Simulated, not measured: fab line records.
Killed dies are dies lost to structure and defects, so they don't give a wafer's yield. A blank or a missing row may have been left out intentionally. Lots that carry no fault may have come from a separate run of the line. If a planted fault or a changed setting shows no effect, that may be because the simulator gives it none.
Chamber matching :: flow n5Finfet :: cvdCo-01 running N5_BEOL_M2_PRE_CLEAN_60: 3 sister chambers
The step time 15 s. 6 wafers are shown with their chamber, then 12 later ones without.

EACH WAFER AND ITS CHAMBER
wafer: L090.4
chamber: 1
heaterPowerOuterW (W): 24
heaterPowerW (W): 111

wafer: L090.5
chamber: 2
heaterPowerOuterW (W): 27
heaterPowerW (W): 112

wafer: L091.5
chamber: 1
heaterPowerOuterW (W): 24
heaterPowerW (W): 108

wafer: L092.3
chamber: 0
heaterPowerOuterW (W): 5
heaterPowerW (W): 53

wafer: L092.5
chamber: 2
heaterPowerOuterW (W): 26
heaterPowerW (W): 115

wafer: L092.6
chamber: 0
heaterPowerOuterW (W): 5
heaterPowerW (W): 54

WAFERS WITHOUT THEIR CHAMBER
wafer: L095.2
heaterPowerOuterW (W): 5
heaterPowerW (W): 54

wafer: L095.5
heaterPowerOuterW (W): 5
heaterPowerW (W): 54

wafer: L095.6
heaterPowerOuterW (W): 24
heaterPowerW (W): 111

wafer: L094.3
heaterPowerOuterW (W): 27
heaterPowerW (W): 113

wafer: L094.5
heaterPowerOuterW (W): 24
heaterPowerW (W): 108

wafer: L094.6
heaterPowerOuterW (W): 5
heaterPowerW (W): 55

wafer: L096.1
heaterPowerOuterW (W): 26
heaterPowerW (W): 117

wafer: L096.2
heaterPowerOuterW (W): 24
heaterPowerW (W): 107

wafer: L096.5
heaterPowerOuterW (W): 27
heaterPowerW (W): 112

wafer: L097.3
heaterPowerOuterW (W): 25
heaterPowerW (W): 107

wafer: L097.4
heaterPowerOuterW (W): 24
heaterPowerW (W): 109

wafer: L097.5
heaterPowerOuterW (W): 27
heaterPowerW (W): 116

WHICH CHAMBER EACH WENT THROUGH
wafer: L095.2
from the rows above: 0
in truth: 0

wafer: L095.5
from the rows above: 0
in truth: 0

wafer: L095.6
from the rows above: 1
in truth: 1

wafer: L094.3
from the rows above: 2
in truth: 2

wafer: L094.5
from the rows above: 1
in truth: 1

wafer: L094.6
from the rows above: 0
in truth: 0

wafer: L096.1
from the rows above: 2
in truth: 2

wafer: L096.2
from the rows above: 1
in truth: 1

wafer: L096.5
from the rows above: 2
in truth: 2

wafer: L097.3
from the rows above: 1
in truth: 1

wafer: L097.4
from the rows above: 1
in truth: 1

wafer: L097.5
from the rows above: 2
in truth: 2
12 of 12 placed correctly. From these rows, 0 cannot be placed. Placed wrongly: 0.
How it was worked out, from the rows above alone: a wafer's distance from a chamber is the root of the sum, over the readings, of the square of ((its reading less the chamber's mean) divided by the reading's scatter). If the next closest chamber is less than 2 further off than the closest, the wafer can't be placed; otherwise it belongs to the closest. The mean given for a chamber averages the wafers shown for that chamber. The scatter: the root of (the sum of the squares of (reading less its chamber's mean) over the shown wafers, divided by (wafers less chambers)).
